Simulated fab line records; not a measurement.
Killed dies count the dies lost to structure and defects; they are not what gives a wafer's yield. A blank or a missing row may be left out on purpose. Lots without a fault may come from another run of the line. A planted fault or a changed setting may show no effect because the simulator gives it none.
Which tool is to blame? ; flow n5Finfet ; 26 wafers from 9 lots sampled at 5 of the route's 1938 steps

== WHAT THE GAUGES SHOWED, per wafer ==
N5_SD_EPI_P_OVL_MEAS_10. Usual: SD_P_BLK_OVL 0.4 nm, standard deviation 0.72.
lot;measured;on;SD_P_BLK_OVL (nm);flag
L923;day 3 12:55;overlay-01;0.2 0.6 0.5;
L924;day 3 18:15;overlay-02;1.2 -0.4 -0.3;
L927;day 4 13:19;overlay-02;1.5 0.4 1.0;
L928;day 4 17:47;overlay-02;0.6 1.1;
L929;day 5 00:54;overlay-02;-0.2 -0.1 0.3;
L940;day 7 17:38;overlay-01;1.6 2.1 2.0;
L941;day 8 01:47;overlay-02;0.4 0.8 0.3;
L942;day 8 07:44;overlay-01;0.0 0.6 -0.1;
L943;day 8 11:13;overlay-02;-1.2 -1.3 -0.5;

N5_BEOL_M4_RC_MEAS_101. Usual: DIBL_N 36.4 mV/V, standard deviation 1.6; DIBL_P 36.2 mV/V, standard deviation 1.8; IOFF_N 0.159 nA/um, standard deviation 0.029; IOFF_P 0.21 nA/um, standard deviation 0.034; ION_N 670 uA/um, standard deviation 12; ION_P 459 uA/um, standard deviation 8.2; SS_N 71.5 mV/dec, standard deviation 0.59; SS_P 73.2 mV/dec, standard deviation 0.54; VT_N 250 mV, standard deviation 3.3; VT_P -250 mV, standard deviation 3.7.
lot;measured;on;DIBL_N (mV/V);DIBL_P (mV/V);IOFF_N (nA/um);IOFF_P (nA/um);ION_N (uA/um);ION_P (uA/um);SS_N (mV/dec);SS_P (mV/dec);VT_N (mV);VT_P (mV);flag
L923;day 8 17:43;prober-02;34.2 34.8 36.8;33.1 34.2 35.6;0.127 0.133 0.163;0.17 0.19 0.21;658 660 668;450 454 462;71.2 70.8 72.0;73.0 73.5 72.5;253 252 252;-252 -252 -250;
L924;day 9 12:06;prober-02;34.8 37.0 36.3;33.3 35.7 34.5;0.133 0.170 0.144;0.20 0.24 0.22;674 685 658;465 464 459;70.2 71.5 71.6;73.3 72.6 73.3;252 248 252;-249 -247 -247;
L927;day 10 01:51;prober-02;33.8 38.0 36.7;34.1 39.1 37.2;0.128 0.205 0.165;0.17 0.24 0.19;663 686 679;456 462 464;71.1 72.1 71.7;72.2 73.4 73.5;251 247 248;-250 -246 -254;
L928;day 10 00:43;prober-01;35.7 35.8;36.0 36.2;0.152 0.162;0.24 0.22;668 677;469 465;71.6 72.7;73.0 73.8;248 246;-247 -247;
L929;day 11 03:57;prober-01;35.2 35.8 37.1;33.9 34.4 36.6;0.121 0.130 0.148;0.16 0.16 0.19;656 657 664;441 441 452;71.2 71.6 71.6;73.0 72.5 73.4;254 257 252;-259 -258 -256;
L940;day 13 02:19;prober-01;38.3 35.2 37.8;39.3 37.0 40.3;0.193 0.148 0.189;0.27 0.23 0.29;676 677 679;464 467 473;72.3 70.9 72.2;73.4 73.4 74.0;247 249 245;-246 -246 -243;
L941;day 13 05:46;prober-02;39.8 34.7 37.9;38.1 34.4 36.6;0.211 0.128 0.181;0.25 0.20 0.24;673 667 677;456 459 458;72.7 70.1 72.7;74.5 72.9 73.4;243 251 246;-251 -249 -248;
L942;day 13 16:05;prober-02;39.1 38.5 39.0;37.3 36.3 38.0;0.199 0.188 0.196;0.22 0.21 0.25;683 695 679;460 470 462;71.9 71.4 71.4;73.5 73.1 73.4;247 245 245;-250 -250 -246;
L943;day 13 23:15;prober-02;35.5 38.6 36.9;34.9 39.7 37.1;0.113 0.190 0.152;0.14 0.20 0.16;649 673 675;443 453 455;71.2 72.2 71.9;72.3 73.7 72.9;257 250 251;-262 -253 -258;

== WHICH TOOL RAN EACH LOT (tool, then ch and the chambers of the sampled wafers, then the start) ==
lot;N5_SD_EPI_N_ETCHBACK_44;N5_SD_EPI_P_ETCH_36;N5_SD_EPI_P_ETCH_47
L923;rieDiel-03 ch 0,1,2, day 3 08:57;rieDiel-05 ch 0,1, day 3 13:00;rieDiel-05 ch 0,1, day 3 13:29
L924;rieDiel-01 ch 1,2,3, day 3 13:54;rieDiel-04 ch 2,3, day 3 18:20;rieDiel-04 ch 2,3, day 3 18:49
L927;rieDiel-03 ch 0,2,3, day 4 08:58;rieDiel-05 ch 1,2,3, day 4 13:24;rieDiel-05 ch 1,2,3, day 4 13:53
L928;rieDiel-03 ch 0,2, day 4 12:48;rieDiel-05 ch 1,3, day 4 17:52;rieDiel-05 ch 1,3, day 4 18:21
L929;rieDiel-03 ch 1,2,3, day 4 18:48;rieDiel-05 ch 0,1,3, day 5 01:01;rieDiel-05 ch 0,1,3, day 5 01:30
L940;rieDiel-03 ch 0,2, day 7 13:35;rieDiel-05 ch 2,3, day 7 17:52;rieDiel-05 ch 2,3, day 7 18:21
L941;rieDiel-06 ch 0,1,2, day 7 21:39;rieDiel-04 ch 0,2,3, day 8 02:45;rieDiel-04 ch 0,2,3, day 8 03:14
L942;rieDiel-01 ch 0,3, day 8 03:46;rieDiel-05 ch 0,3, day 8 07:50;rieDiel-05 ch 0,3, day 8 08:19
L943;rieDiel-06 ch 0,3, day 8 06:55;rieDiel-05 ch 0,2,3, day 8 11:30;rieDiel-05 ch 0,2,3, day 8 11:59
- N5_SD_EPI_N_ETCHBACK_44: etches SiNx in CH3F/O2, stops on SiO2, target depth 14.5 nm.
- N5_SD_EPI_P_ETCH_36: etches SiARC in CF4, target depth 45.5 nm, time 75.8 s.
- N5_SD_EPI_P_ETCH_47: etches SiOCN in CH3F/O2, target depth 25 nm.

== AS READ BY THE TOOLS THEMSELVES (means over the sampled wafers that have a number; for cases with no such wafer, the mark the record gives instead) ==
N5_SD_EPI_N_ETCHBACK_44. Usual: drypumpMotorCurrentA 5.7 A, standard deviation 0.4; oesProductAu 0.65 a.u., standard deviation 0.062; rfVppV 298 V, standard deviation 4; showerheadPlenumPTorr 1.99 Torr, standard deviation 0.075; throttleValvePct 16.45 %, standard deviation 0.25.
lot;tool;drypumpMotorCurrentA (A);oesProductAu (a.u.);rfVppV (V);showerheadPlenumPTorr (Torr);throttleValvePct (%);flag
L923;rieDiel-03;5.6;0.62;297;1.97;16.62;
L924;rieDiel-01;5.5;0.64;295;1.97;16.50;
L927;rieDiel-03;5.9;0.67;300;1.98;16.43;
L928;rieDiel-03;5.6;0.62;298;1.92;16.59;
L929;rieDiel-03;6.0;0.66;299;2.03;16.55;
L940;rieDiel-03;5.4;0.69;300;1.99;16.39;
L941;rieDiel-06;5.8;0.69;299;1.97;16.20;
L942;rieDiel-01;5.5;0.62;299;2.01;16.36;
L943;rieDiel-06;6.2;0.70;302;1.94;16.39;

N5_SD_EPI_P_ETCH_36. Usual: drypumpMotorCurrentA 5.7 A, standard deviation 0.49; etchRfOnTimeS 76.2 s, standard deviation 1.9; oesProductAu 0.68 a.u., standard deviation 0.078; rfVppV 183.9 V, standard deviation 1.3; showerheadPlenumPTorr 2.13 Torr, standard deviation 0.093; throttleValvePct 15.68 %, standard deviation 0.16.
lot;tool;drypumpMotorCurrentA (A);etchRfOnTimeS (s);oesProductAu (a.u.);rfVppV (V);showerheadPlenumPTorr (Torr);throttleValvePct (%);flag
L923;rieDiel-05;6.0;79.6;0.60;183.2;2.10;15.76;
L924;rieDiel-04;6.2;75.2;0.74;184.3;2.15;15.73;
L927;rieDiel-05;5.9;67.3;0.77;184.9;2.16;15.58;OFF
L928;rieDiel-05;6.1;63.6;0.78;184.3;2.20;15.57;OFF
L929;rieDiel-05;5.9;67.5;0.75;183.4;2.14;15.63;OFF
L940;rieDiel-05;5.6;75.6;0.71;184.1;2.14;15.57;
L941;rieDiel-04;5.7;74.7;0.75;185.2;2.21;15.66;
L942;rieDiel-05;5.7;75.8;0.69;185.2;2.18;15.52;
L943;rieDiel-05;5.6;75.8;0.67;184.5;2.12;15.61;

N5_SD_EPI_P_ETCH_47. Usual: drypumpMotorCurrentA 5.7 A, standard deviation 0.49; oesProductAu 0.80 a.u., standard deviation 0.09; rfVppV 127.9 V, standard deviation 2.1; showerheadPlenumPTorr 1.99 Torr, standard deviation 0.088; throttleValvePct 16.41 %, standard deviation 0.17.
lot;tool;drypumpMotorCurrentA (A);oesProductAu (a.u.);rfVppV (V);showerheadPlenumPTorr (Torr);throttleValvePct (%);flag
L923;rieDiel-05;6.0;0.71;128.6;1.96;16.47;
L924;rieDiel-04;6.2;0.87;128.0;2.01;16.50;
L927;rieDiel-05;5.9;0.82;127.6;2.02;16.29;
L928;rieDiel-05;6.1;0.81;127.2;2.06;16.30;
L929;rieDiel-05;5.9;0.77;128.8;2.00;16.31;
L940;rieDiel-05;5.6;0.83;126.2;2.00;16.28;
L941;rieDiel-04;5.7;0.87;128.1;2.06;16.40;
L942;rieDiel-05;5.7;0.81;129.2;2.04;16.21;
L943;rieDiel-05;5.6;0.79;127.7;1.98;16.31;

== THE ANSWER, worked out from the rows above alone ==
Rule: take the mean of a lot's wafers that have a number; if it is more than 3 standard deviations from the usual mean, the lot is off. A lot without any number at a reading at which 4 lots or more have one is off too. All remaining lots with rows at the step are treated as sound. Order of review: gauges by route order, followed by the tools' own readings, for which a lot's mean as printed above is used. The first step at which some lot is off is used, and at that step the reading that is off furthest; a lot without a number counts as furthest.
Off at N5_SD_EPI_P_ETCH_36 (etchRfOnTimeS): L927, L928, L929.
A tool fits if, at that step or a process step before it, it ran every lot that is off, and no sound lot after the first of them. None of those tried fits.

== WHAT THE SIMULATOR HAD PUT IN ==
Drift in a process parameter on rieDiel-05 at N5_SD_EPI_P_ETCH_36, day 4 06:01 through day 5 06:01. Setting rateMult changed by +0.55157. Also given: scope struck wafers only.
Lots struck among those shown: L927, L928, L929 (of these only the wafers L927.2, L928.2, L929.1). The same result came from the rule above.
